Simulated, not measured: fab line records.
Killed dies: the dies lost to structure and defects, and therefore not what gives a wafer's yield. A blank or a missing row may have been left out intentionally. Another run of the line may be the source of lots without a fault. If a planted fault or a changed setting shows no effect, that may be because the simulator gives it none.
Matching of chambers | flow nand harc | NHARC_A_CONTACT_DEP_58 on pecvd-02: 3 sister chambers
The step deposits SiON, target thk 60 nm. 3 wafers are shown with their chamber, then 11 later ones without.

## WAFERS PAIRED WITH THEIR CHAMBERS
wafer  | chamber | heater power outer w (W)
L086.6 | 2       | 379
L090.6 | 1       | 471
L089.1 | 0       | 475

## WAFERS MISSING THEIR CHAMBER
wafer  | heater power outer w (W)
L089.3 | 402
L089.6 | 399
L091.1 | 491
L091.3 | 356
L091.6 | 470
L095.1 | 372
L095.3 | 495
L095.4 | 488
L097.2 | 341
L097.4 | 414
L097.5 | 351

## THE CHAMBER EACH PASSED THROUGH
wafer  | from the rows above          | in truth
L089.3 | 2                            | 2
L089.6 | 2                            | 2
L091.1 | can't be placed: 0 or 1      | 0
L091.3 | 2                            | 2
L091.6 | can't be placed: 1 or 0      | 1
L095.1 | 2                            | 2
L095.3 | can't be placed: 0 or 1      | 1
L095.4 | can't be placed: 0 or 1      | 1
L097.2 | 2                            | 2
L097.4 | can't be placed: 2 or 1 or 0 | 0
L097.5 | 2                            | 2
6 of 11 placed correctly. Not placeable from these rows: 5 (in 5, the candidates include the true chamber). Placed wrongly: 0.
How it was worked out, from the rows above alone: a wafer's distance from a chamber is the root of the sum, over the readings, of the square of ((its reading less the chamber's mean) divided by the reading's scatter). If the next closest chamber is less than 2 further off than the closest, the wafer can't be placed; otherwise it belongs to the closest. For every chamber, the mean is computed from those of its wafers that are shown. The scatter (one wafer shown for each chamber): square how far every hidden wafer sits from the nearest shown wafer, average those squares and take the square root.
